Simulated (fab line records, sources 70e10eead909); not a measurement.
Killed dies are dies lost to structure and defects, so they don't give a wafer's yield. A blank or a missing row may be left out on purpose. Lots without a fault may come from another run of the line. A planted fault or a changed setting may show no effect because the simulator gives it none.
fab line records | flow nand_harc | part 1 of 2: steps 1 to 29 of 40
record lots=5 wafers=15 last_day=32
route steps=1302 shown P_BONDPAD@379 A_START@389 A_ZERO_WELL@390 A_SOURCE_PLATE@413
lots that met no fault: from a run of the same line without faults
start_h: hours from the record's first day to the start of the lot's first wafer shown | wait_h: hours since the lot's step before | " the same as in the row above | L1.1+2: a row that stands for several wafers | - no value, or no start given | * or withheld: withheld | < > ~ a bound
route shown NAME@n: a module of which the file shows steps, and the number in the route of the first | usual: mean/standard deviation of fault-free wafers | same: alike in all rows | chamber/n: place in a boat | sites: the reading at each site | _std_site: their standard deviation | _edge_site: outer sites' mean less inner sites' | radius_mm: how far each site lies from the wafer's centre | mask NAME#n: copy n | behind: the tool/chamber that last shaped the wafer | hold: why the lot was held/for how many hours/how that ended | device: the transistor (n, p or np) that didn't switch | end of line: the same wafers' tests at the end of the route | a step without rows: its recipe alone | killed: dies lost to structure and defects at the first sort, not the wafer's yield | map: a wafer's dies, x killed, . not, _ none there
set.NAME: the setting as run; set.NAME@STEP: as run at that earlier step | model.NAME: the simulator's own value behind a step, which no gauge read
lots at some steps of the route; a table a step, a row a wafer
services: from which hour (start_h, from the record's first day; less than 0 if before it) a tool's chamber was out of use, for how many hours, and why
## steps
# step NHARC_P_BONDPAD_ANNEAL_28
# recipe temp_c=225 time_s=90
# usual wafer_temp_C_max=226.12/0.25
# columns lot.wafer tool chamber start_h wait_h wafer_temp_C_max
L078.3 rtp_anneal-01 0 178.66 - 226.17
L078.4 " 0 " " 226.62
L078.5 " 0 " " 226.11
L080.3 rtp_anneal-01 0 197.41 - 225.99
L080.5 " 0 " " 226.03
L080.6 " 0 " " 225.79
L083.1 rtp_anneal-01 0 229.32 0.3 226.15
L083.5 " 0 " " 226.14
L083.6 " 0 " " 225.98
L087.4 rtp_anneal-01 0 266.62 0.3 225.80
L087.5 " 0 " " 226.59
L087.6 " 0 " " 226.02
L094.2 rtp_anneal-02 0 338.94 - 226.02
L094.3 " 0 " " 226.37
L094.4 " 0 " " 226.38
# step NHARC_P_BONDPAD_CMP_19
# recipe t_overpolish_s=30 cu_recess_touch_s=16 target_thk_nm=160.81
# usual motor_current_A=11.9/0.71 overpolish_run_s=30.000/0.0095 slurry_filter_dp_kPa=13.50/0.13
# columns lot.wafer tool chamber start_h wait_h motor_current_A overpolish_run_s slurry_filter_dp_kPa
L078.3 cmp-04 3 178.95 - 11.7 30.009 13.71
L078.4 " 0 " " 11.4 30.002 13.43
L078.5 " 2 " " 11.9 30.016 13.38
L080.3 cmp-04 0 197.71 - 11.4 29.993 13.51
L080.5 " 2 " " 12.6 30.014 13.34
L080.6 " 3 " " 11.8 29.988 13.36
L083.1 cmp-03 0 229.72 - 13.9 30.012 13.53
L083.6 " 2 " " 10.7 29.996 13.16
L083.5 " 3 " " 12.5 30.007 13.61
L087.4 cmp-01 0 266.87 - 11.9 29.987 13.43
L087.6 " 2 " " 11.8 29.999 13.58
L087.5 " 3 " " 12.2 30.008 13.43
L094.2 cmp-03 2 339.23 - 10.5 29.984 13.54
L094.3 " 3 " " 12.7 30.000 13.43
L094.4 " 1 " " 11.2 29.998 13.40
# step NHARC_P_BONDPAD_THK_MEAS_20
# recipe thk_meas_gauge=xrf
# usual thk_nm=160.7/1.3
# columns lot.wafer tool chamber start_h wait_h thk_nm
L078.3 film_metro-01 - 179.22 - 161.4
L078.4 " - " " 158.8
L078.5 " - " " 157.7
L080.3 film_metro-02 - 197.98 - 160.3
L080.5 " - " " 158.7
L080.6 " - " " 160.9
L083.1 film_metro-02 - 229.99 - 160.5
L083.5 " - " " 161.2
L083.6 " - " " 162.3
L087.4 film_metro-01 - 267.13 - 159.4
L087.5 " - " " 158.7
L087.6 " - " " 158.5
L094.2 film_metro-01 - 339.56 - 162.8
L094.3 " - " " 163.2
L094.4 " - " " 161.7
# step NHARC_P_BONDPAD_SRD_21
# recipe time_s=30 temp_c=23 dry_time_s=20 spin_rpm=1500
# usual spin_rpm=1500.0/0.88
# columns lot.wafer tool chamber start_h wait_h spin_rpm
L078.3 wet_bench-10 4 179.27 0.0 1499.5
L078.4 " 5 " " 1500.0
L078.5 " 6 " " 1499.8
L080.3 wet_bench-10 4 198.02 0.0 1500.1
L080.6 " 7 " " 1500.7
L080.5 " 0 " " 1498.6
L083.6 wet_bench-08 3 230.03 0.0 1499.4
L083.1 " 6 " " 1499.2
L083.5 " 0 " " 1499.5
L087.5 wet_bench-10 0 267.18 0.0 1500.5
L087.4 " 2 " " 1500.1
L087.6 " 3 " " 1500.7
L094.4 wet_bench-08 7 339.60 0.0 1500.2
L094.2 " 1 " " 1500.8
L094.3 " 2 " " 1499.7
# step NHARC_P_BONDPAD_INSPECT_23
# usual raw_defect_count=335/130
# columns lot.wafer tool chamber start_h wait_h raw_defect_count
L078.3 defect_inspect-02 - 179.42 0.0 595
L078.4 " - " " 514
L078.5 " - " " 298
L080.3 defect_inspect-01 - 198.21 0.0 320
L080.5 " - " " 250
L080.6 " - " " 357
L083.1 defect_inspect-01 - 230.19 0.0 183
L083.5 " - " " 204
L083.6 " - " " 302
L087.4 defect_inspect-02 - 267.37 0.0 126
L087.5 " - " " 283
L087.6 " - " " 197
L094.2 defect_inspect-02 - 339.78 0.0 302
L094.3 " - " " 268
L094.4 " - " " 221
# step NHARC_P_BONDPAD_ACTIVATE_29
# recipe time_s=60 n2_flow_sccm=200 ar_flow_sccm=0 bias_power_w=0 chemistry=N2
# usual drypump_motor_current_A=5.5/0.39 n2_flow_sccm=200.1/0.55 oes_product_au=1.002/0.0083 rf_vpp_V=64.0/1.1 showerhead_plenum_p_Torr=1.76/0.095
# same bias_power_w=0
# columns lot.wafer tool chamber start_h wait_h drypump_motor_current_A n2_flow_sccm oes_product_au rf_hours_counter_h rf_vpp_V showerhead_plenum_p_Torr
L078.4 rie_diel-02 0 179.51 0.1 5.1 200.0 1.003 6.2 63.7 1.71
L078.3 " 1 " " 5.0 199.4 1.000 6.8 65.2 1.90
L078.5 " 2 " " 6.3 199.9 1.007 - 65.5 1.88
L080.3 rie_diel-03 0 198.29 0.1 5.4 199.7 0.999 1.7 64.0 1.64
L080.6 " 2 " " 5.2 199.9 1.012 - 63.9 1.70
L080.5 " 3 " " 6.1 200.0 1.010 - 62.0 1.91
L083.1 rie_diel-03 1 230.26 0.1 5.7 199.9 1.003 3.1 63.8 1.82
L083.6 " 0 " " 5.4 199.7 1.009 - 61.8 1.64
L083.5 " 1 " " 5.7 199.8 1.001 - 66.0 1.82
L087.4 rie_diel-02 2 267.43 0.1 6.3 200.6 1.010 0.7 65.1 1.88
L087.5 " 2 " " 6.3 200.4 0.993 - 64.3 1.88
L087.6 " 3 " " 5.3 199.2 1.006 - 63.3 1.67
L094.4 rie_diel-01 3 339.84 0.1 5.4 200.8 0.989 7.1 63.7 1.72
L094.2 " 0 " " 5.1 201.0 1.005 6.9 63.0 1.68
L094.3 " 2 " " 5.8 200.0 0.984 5.8 63.8 1.69
# step NHARC_P_BONDPAD_PRECLEAN_30
# recipe time_s=300 temp_c=23 chemistry=DIW
# columns lot.wafer tool chamber start_h wait_h
L078.4+5+3 wet_bench-08 5,7,0 179.67 0.1
L080.6+5+3 wet_bench-08 1,3,5 198.42 0.1
L083.6+1+5 wet_bench-10 7,1,2 230.40 0.1
L087.5+6+4 wet_bench-08 5,7,2 267.59 0.1
L094.3+4+2 wet_bench-08 1,3,5 339.99 0.1
# step NHARC_P_BONDPAD_SRD_31
# recipe time_s=30 temp_c=23 dry_time_s=20 spin_rpm=1500
# usual spin_rpm=1500.1/0.81
# columns lot.wafer tool chamber start_h wait_h spin_rpm
L078.4 wet_bench-08 5 - - 1500.2
L078.5 " 7 " " 1500.4
L078.3 " 0 " " 1499.5
L080.6 wet_bench-08 1 - - 1502.0
L080.5 " 3 " " 1499.3
L080.3 " 5 " " 1500.3
L083.6 wet_bench-10 7 - - 1499.8
L083.1 " 1 " " 1499.2
L083.5 " 2 " " 1499.9
L087.5 wet_bench-08 5 - - 1501.0
L087.6 " 7 " " 1501.1
L087.4 " 2 " " 1500.1
L094.3 wet_bench-08 1 - - 1498.0
L094.4 " 3 " " 1499.6
L094.2 " 5 " " 1500.6
# step NHARC_A_START_INSPECT_01
# usual raw_defect_count=3.3/1.8
# columns lot.wafer tool chamber start_h wait_h raw_defect_count
L078.3 defect_inspect-02 - 179.89 - 2
L078.4 " - " " 5
L078.5 " - " " 3
L080.3 defect_inspect-01 - 198.67 - 3
L080.5 " - " " 0
L080.6 " - " " 2
L083.1 defect_inspect-02 - 230.67 - 6
L083.5 " - " " 2
L083.6 " - " " 1
L087.4 defect_inspect-01 - 267.84 - 2
L087.5 " - " " 4
L087.6 " - " " 7
L094.2 defect_inspect-02 - 340.25 - 1
L094.3 " - " " 4
L094.4 " - " " 5
# step NHARC_A_ZERO_WELL_PRECLEAN_00
# recipe time_s=600 temp_c=120 chemistry=SPM
# usual bath_guard_temp_C=120.0/0.45
# columns lot.wafer tool chamber start_h wait_h bath_guard_temp_C
L078.3 wet_bench-06 4 179.98 0.1 120.5
L078.5 " 5 " " 120.2
L078.4 " 7 " " 120.2
L080.6 wet_bench-02 6 198.76 0.1 119.5
L080.5 " 0 " " 120.5
L080.3 " 3 " " 120.8
L083.5 wet_bench-05 7 230.76 0.1 120.7
L083.1 " 0 " " 119.3
L083.6 " 2 " " 119.6
L087.5 wet_bench-02 3 267.93 0.1 120.1
L087.4 " 4 " " 119.5
L087.6 " 7 " " 119.9
L094.3 wet_bench-06 5 340.34 0.1 120.3
L094.4 " 6 " " 119.6
L094.2 " 1 " " 119.2
# step NHARC_A_ZERO_WELL_SRD_01
# columns lot.wafer tool chamber start_h wait_h
L078.3+5+4 wet_bench-06 4,5,7 - -
L080.6+5+3 wet_bench-02 6,0,3 - -
L083.5+1+6 wet_bench-05 7,0,2 - -
L087.5+4+6 wet_bench-02 3,4,7 - -
L094.3+4+2 wet_bench-06 5,6,1 - -
# step NHARC_A_ZERO_WELL_DEHYDRATE_02
# recipe temp_c=150 time_s=120
# columns lot.wafer tool chamber start_h wait_h
L078.3+4+5 litho_track-03 0 180.29 -
L080.3+5+6 litho_track-05 0 199.08 -
L083.1+5+6 litho_track-03 0 231.07 -
L087.4+5+6 litho_track-03 0 268.24 -
L094.2+3+4 litho_track-07 0 340.64 -
# step NHARC_A_ZERO_WELL_HMDS_03
# recipe time_s=30
# columns lot.wafer tool chamber start_h wait_h
L078.3+4+5 litho_track-03 0 - -
L080.3+5+6 litho_track-05 0 - -
L083.1+5+6 litho_track-03 0 - -
L087.4+5+6 litho_track-03 0 - -
L094.2+3+4 litho_track-07 0 - -
# step NHARC_A_ZERO_WELL_COAT_18
# recipe temp_c=200 time_s=65
# columns lot.wafer tool chamber start_h wait_h
L078.3+4+5 litho_track-03 0 - -
L080.3+5+6 litho_track-05 0 - -
L083.1+5+6 litho_track-03 0 - -
L087.4+5+6 litho_track-03 0 - -
L094.2+3+4 litho_track-07 0 - -
# step NHARC_A_ZERO_WELL_COAT_04
# recipe spin_rpm=2000 resist_thk_nm=600
# columns lot.wafer tool chamber start_h wait_h
L078.3+4+5 litho_track-03 0 - -
L080.3+5+6 litho_track-05 0 - -
L083.1+5+6 litho_track-03 0 - -
L087.4+5+6 litho_track-03 0 - -
L094.2+3+4 litho_track-07 0 - -
# step NHARC_A_ZERO_WELL_SOFTBAKE_05
# recipe temp_c=125 time_s=70
# columns lot.wafer tool chamber start_h wait_h
L078.3+4+5 litho_track-03 0 - -
L080.3+5+6 litho_track-05 0 - -
L083.1+5+6 litho_track-03 0 - -
L087.4+5+6 litho_track-03 0 - -
L094.2+3+4 litho_track-07 0 - -
# step NHARC_A_ZERO_WELL_EBR_06
# columns lot.wafer tool chamber start_h wait_h
L078.3+4+5 litho_track-03 0 - -
L080.3+5+6 litho_track-05 0 - -
L083.1+5+6 litho_track-03 0 - -
L087.4+5+6 litho_track-03 0 - -
L094.2+3+4 litho_track-07 0 - -
# step NHARC_A_ZERO_WELL_EXPOSE_07
# recipe na=0.55 dose_mj=33.85 mask_id=A_ZERO
# columns lot.wafer tool chamber start_h wait_h mask
L078.3+4+5 krf_scanner-02 0 180.46 - A_ZERO#0
L080.3+5+6 krf_scanner-04 0 199.25 - A_ZERO#0
L083.1+5+6 krf_scanner-02 0 231.24 - A_ZERO#0
L087.4+5+6 krf_scanner-01 0 268.54 - A_ZERO#0
L094.2+3+4 krf_scanner-04 0 340.94 - A_ZERO#0
# step NHARC_A_ZERO_WELL_PEB_08
# recipe peb_temp_c=128 peb_time_s=80
# columns lot.wafer tool chamber start_h wait_h
L078.3+4+5 litho_track-07 0 180.52 0.1
L080.3+5+6 litho_track-03 0 199.31 0.1
L083.1+5+6 litho_track-05 0 231.30 0.1
L087.4+5+6 litho_track-07 0 268.59 0.0
L094.2+3+4 litho_track-03 0 341.00 0.1
# step NHARC_A_ZERO_WELL_DEVELOP_09
# recipe time_s=50 dev_temp_c=22
# columns lot.wafer tool chamber start_h wait_h
L078.3+4+5 litho_track-07 0 - -
L080.3+5+6 litho_track-03 0 - -
L083.1+5+6 litho_track-05 0 - -
L087.4+5+6 litho_track-07 0 - -
L094.2+3+4 litho_track-03 0 - -
# step NHARC_A_ZERO_WELL_CD_MEAS_10
# recipe target_cd_nm=2000 landing_energy_ev=500
# usual cd_nm=2000.4/1.3
# columns lot.wafer tool chamber start_h wait_h cd_nm
L078.3 cd_sem-02 0 180.61 - 2000.7
L078.4 " 0 " " 1998.8
L078.5 " 0 " " 2000.6
L080.3 cd_sem-03 0 199.40 - 2000.9
L080.5 " 0 " " 2001.3
L080.6 " 0 " " 2000.9
L083.1 cd_sem-01 0 231.39 - 1999.0
L083.5 " 0 " " 2000.8
L083.6 " 0 " " 2001.9
L087.4 cd_sem-02 0 268.68 - 1999.6
L087.5 " 0 " " 2000.0
L087.6 " 0 " " 2000.6
L094.2 cd_sem-03 0 341.09 - 2000.4
L094.3 " 0 " " 2001.0
L094.4 " 0 " " 2001.4
# step NHARC_A_ZERO_WELL_HARDBAKE_11
# recipe temp_c=118 time_s=65
# columns lot.wafer tool chamber start_h wait_h
L078.3+4+5 litho_track-03 0 180.69 -
L080.3+5+6 litho_track-07 0 199.48 -
L083.1+5+6 litho_track-07 0 231.47 -
L087.4+5+6 litho_track-03 0 268.76 -
L094.2+3+4 litho_track-07 0 341.17 -
# step NHARC_A_ZERO_WELL_DESCUM_12
# recipe time_s=3 o2_flow_sccm=200 ar_flow_sccm=0 bias_power_w=0 chemistry=O2
# usual drypump_motor_current_A=5.9/0.53 oes_product_au=1.002/0.0088 rf_vpp_V=57.9/0.79 showerhead_plenum_p_Torr=1.90/0.054 throttle_valve_pct=11.312/0.0093
# same bias_power_w=0
# columns lot.wafer tool chamber start_h wait_h drypump_motor_current_A oes_product_au rf_hours_counter_h rf_vpp_V showerhead_plenum_p_Torr throttle_valve_pct
L078.4 rie_diel-05 2 180.76 - 6.0 1.000 4 57.4 1.90 11.313
L078.3 " 0 " " 6.9 1.000 4 56.3 1.90 11.304
L078.5 " 2 " " 6.0 1.009 - 58.2 1.90 11.322
L080.3 rie_diel-05 2 199.57 - 6.0 1.008 4 58.4 1.90 11.319
L080.5 " 3 " " 5.3 0.998 - 57.5 1.82 11.303
L080.6 " 0 " " 6.9 1.002 - 57.9 1.90 11.299
L083.1 rie_diel-12 0 231.55 - 6.0 1.001 22 57.6 1.93 11.307
L083.6 " 0 " " 6.1 0.998 - 57.5 1.93 11.301
L083.5 " 1 " " 5.7 0.987 - 57.4 2.02 11.295
L087.4 rie_diel-05 1 268.83 - 6.1 1.004 1 57.6 1.89 11.308
L087.5 " 1 " " 6.1 1.006 - 58.4 1.89 11.308
L087.6 " 2 " " 6.0 1.022 - 57.7 1.90 11.301
L094.4 rie_diel-05 3 341.25 - 5.3 1.004 3 57.4 1.82 11.292
L094.3 " 0 " " 6.8 1.002 3 58.1 1.90 11.298
L094.2 " 1 " " 6.1 1.001 3 57.9 1.89 11.325
# step NHARC_A_ZERO_WELL_ETCH_19
# recipe target_depth_a=800 overetch_a=240 time_s=87.88 ion_energy_ev=200 n2_flow_sccm=150 h2_flow_sccm=150 ar_flow_sccm=0 rf_w=400 bias_w=150 chemistry=N2/H2
# usual drypump_motor_current_A=5.9/0.55 n2_flow_sccm=150.0/0.46 oes_product_au=1.002/0.0082 rf_vpp_V=430.1/1.7 showerhead_plenum_p_Torr=2.02/0.06 throttle_valve_pct=14.172/0.0094
# columns lot.wafer tool chamber start_h wait_h drypump_motor_current_A n2_flow_sccm oes_product_au rf_hours_counter_h rf_vpp_V showerhead_plenum_p_Torr throttle_valve_pct
L078.4 rie_diel-05 3 180.85 0.1 5.3 150.1 1.003 4 426.6 1.94 14.172
L078.3 " 0 " " 6.9 150.8 1.000 4 429.3 2.03 14.172
L078.5 " 3 " " 5.3 150.1 1.001 - 427.9 1.94 14.180
L080.3 rie_diel-05 1 199.66 0.1 6.0 149.7 1.004 4 430.9 2.02 14.167
L080.5 " 2 " " 6.0 149.5 1.018 - 430.8 2.03 14.161
L080.6 " 3 " " 5.3 149.3 1.009 - 427.3 1.94 14.170
L083.1 rie_diel-12 0 231.63 0.1 6.0 149.9 1.003 22 431.0 2.06 14.184
L083.5 " 0 " " 6.1 149.8 0.997 - 430.2 2.06 14.157
L083.6 " 1 " " 5.7 150.8 0.995 - 433.9 2.16 14.163
L087.4 rie_diel-05 3 268.92 0.1 5.3 150.3 1.008 1 428.8 1.94 14.158
L087.6 " 3 " " 5.3 150.2 0.995 - 427.9 1.94 14.158
L087.5 " 0 " " 6.8 149.8 0.996 - 429.3 2.03 14.162
L094.4 rie_diel-05 1 341.33 0.1 6.0 148.9 1.002 3 431.0 2.01 14.160
L094.2 " 2 " " 6.0 150.5 1.006 3 430.5 2.03 14.185
L094.3 " 3 " " 5.3 149.8 0.999 3 429.7 1.94 14.175
# step NHARC_A_ZERO_WELL_ETCH_13
# recipe target_depth_a=1200 time_s=40.1 hbr_flow_sccm=150 cl2_flow_sccm=50 rf_w=400 icp_w=400 bias_w=100 chemistry=HBr/Cl2
# usual drypump_motor_current_A=5.9/0.47 oes_product_au=0.999/0.0072 throttle_valve_pct=26.406/0.0092
# columns lot.wafer tool chamber start_h wait_h drypump_motor_current_A oes_product_au rf_hours_counter_h throttle_valve_pct
L078.4 rie_si-05 0 180.99 - 6.6 1.002 0.27 26.408
L078.3 " 1 " " 6.0 1.015 0.33 26.411
L078.5 " 3 " " 5.4 1.010 - 26.405
L080.3 rie_si-04 2 199.75 - 6.1 1.005 0.11 26.426
L080.6 " 2 " " 6.1 1.000 - 26.395
L080.5 " 3 " " 6.4 0.993 - 26.415
L083.1 rie_si-05 1 231.76 - 6.0 1.010 0.69 26.430
L083.6 " 0 " " 6.6 1.006 - 26.414
L083.5 " 1 " " 6.0 0.998 - 26.405
L087.4 rie_si-06 0 269.03 - 6.0 1.001 0.09 26.424
L087.5 " 0 " " 6.0 0.994 - 26.401
L087.6 " 1 " " 5.3 0.999 - 26.407
L094.3 rie_si-05 2 341.45 - 5.3 1.006 0.18 26.409
L094.2 " 0 " " 6.5 0.994 0.12 26.406
L094.4 " 1 " " 6.0 1.000 0.18 26.397
# step NHARC_A_ZERO_WELL_STRIP_14
# recipe time_s=900 temp_c=130 chemistry=SPM
# usual bath_guard_temp_C=129.9/0.45
# columns lot.wafer tool chamber start_h wait_h bath_guard_temp_C
L078.3 wet_bench-05 4 181.11 - 130.7
L078.5 " 5 " " 130.1
L078.4 " 6 " " 129.9
L080.5 wet_bench-02 4 199.91 - 129.8
L080.3 " 5 " " 130.0
L080.6 " 0 " " 130.4
L083.1 wet_bench-05 0 231.90 - 129.5
L083.6 " 1 " " 130.7
L083.5 " 3 " " 129.7
L087.4 wet_bench-05 4 269.19 - 130.3
L087.5 " 7 " " 130.7
L087.6 " 0 " " 128.6
L094.2 wet_bench-06 7 341.60 - 130.2
L094.3 " 1 " " 129.2
L094.4 " 2 " " 129.8
# step NHARC_A_ZERO_WELL_IMPLANT_15
# recipe energy_kev=150 dose_cm2=1e+13 tilt_deg=7
# usual faraday_current_uA=126.9/2.6
# columns lot.wafer tool chamber start_h wait_h faraday_current_uA
L078.3 implanter-01 0 181.58 0.1 127.7
L078.4 " 0 " " 124.3
L078.5 " 0 " " 126.0
L080.3 implanter-02 0 200.37 0.1 125.8
L080.5 " 0 " " 126.1
L080.6 " 0 " " 133.2
L083.1 implanter-01 0 232.30 0.1 129.4
L083.5 " 0 " " 125.6
L083.6 " 0 " " 123.5
L087.4 implanter-01 0 269.68 0.1 127.4
L087.5 " 0 " " 127.7
L087.6 " 0 " " 126.0
L094.2 implanter-01 0 342.03 0.1 126.2
L094.3 " 0 " " 123.8
L094.4 " 0 " " 124.8
# step NHARC_A_ZERO_WELL_PRECLEAN_22
# recipe time_s=60 temp_c=50 bath_age_min=0 chemistry=SC1
# usual bath_guard_temp_C=49.9/0.41
# same bath_age_min=0
# columns lot.wafer tool chamber start_h wait_h bath_guard_temp_C
L078.5 wet_bench-06 0 181.75 0.1 50.7
L078.4 " 1 " " 49.1
L078.3 " 2 " " 49.2
L080.6 wet_bench-02 1 200.54 0.0 49.7
L080.3 " 2 " " 49.0
L080.5 " 3 " " 49.8
L083.5 wet_bench-06 0 232.52 0.1 50.1
L083.6 " 2 " " 49.4
L083.1 " 5 " " 50.5
L087.4 wet_bench-02 1 269.80 0.1 49.9
L087.6 " 4 " " 49.9
L087.5 " 5 " " 50.2
L094.2 wet_bench-06 3 342.21 0.2 49.4
L094.3 " 4 " " 50.2
L094.4 " 5 " " 50.6
# step NHARC_A_ZERO_WELL_SRD_23
# columns lot.wafer tool chamber start_h wait_h
L078.5+4+3 wet_bench-06 0,1,2 - -
L080.6+3+5 wet_bench-02 1,2,3 - -
L083.5+6+1 wet_bench-06 0,2,5 - -
L087.4+6+5 wet_bench-02 1,4,5 - -
L094.2+3+4 wet_bench-06 3,4,5 - -
